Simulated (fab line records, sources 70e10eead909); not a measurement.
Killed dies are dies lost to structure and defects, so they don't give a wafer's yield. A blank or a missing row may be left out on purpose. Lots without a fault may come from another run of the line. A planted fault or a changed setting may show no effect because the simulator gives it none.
A struck lot beside a sound one | flow nand_harc | 14 steps out of a route of 1302
Sound: wafers L162.1, L162.4, L162.5. Struck: wafers L172.1, L172.2, L172.4. The cause comes at the end.
At each step with rows: each side's tool, then ch and its chambers, then its first start. Under that, the readings that differ: sound wafers | struck wafers | difference of the means | sigmas: that difference in standard deviations of wafers without a fault.
alike: readings whose means differ by less than 2 such deviations, and words and numbers that are the same on both sides. not compared: withheld readings, readings that some wafer has no value for, bounds like >300 that may hide the same value, and numbers for which the record gives no deviation and whose values overlap.
The two part at a step that has a row with sigmas, a row that says differs or no value, or rows on one side only. Numbers that don't overlap but have no deviation are shown without sigmas and don't part them. A reading that every wafer of one side lacks parts them only if that side has two wafers or more.

first, 12 steps without rows for these wafers: NHARC_P_STI_ETCH_26 (etches SiO2 in dHF, target depth 11 nm); NHARC_P_STI_PRECLEAN_27 (cleans in SC1); NHARC_P_STI_SRD_28; NHARC_P_STI_OXIDE_29 (material SiO2, target thk 10 nm, ox time 1362 s); NHARC_P_STI_HM_DEP_30 (deposits Si3N4, target thk 80 nm, time 873 s); NHARC_P_STI_DEHYDRATE_01 (time 120 s); NHARC_P_STI_HMDS_02 (time 30 s); NHARC_P_STI_COAT_41 (time 65 s); NHARC_P_STI_COAT_03 (resist thk 600 nm); NHARC_P_STI_SOFTBAKE_04 (time 70 s); NHARC_P_STI_EBR_05; NHARC_P_STI_EXPOSE_06 (exposes mask P STI, target cd 200 nm).
NHARC_P_STI_PEB_07: peb time 80 s.
  sound on litho_track-07 ch 0, day 4 21:58; struck on litho_track-05, day 9 02:06
  no value came back on the struck wafers for chill_plate_temp_C (C), exhaust_pa (Pa), plate_temp_C (C); on the sound wafers chill_plate_temp_C (C) reads 22.91 22.95 23.05
then, 1 step without rows for these wafers: NHARC_P_STI_DEVELOP_08 (time 50 s).

WHERE THEY PART
Only at NHARC_P_STI_PEB_07, within this record.

WHY: what the simulator had put in
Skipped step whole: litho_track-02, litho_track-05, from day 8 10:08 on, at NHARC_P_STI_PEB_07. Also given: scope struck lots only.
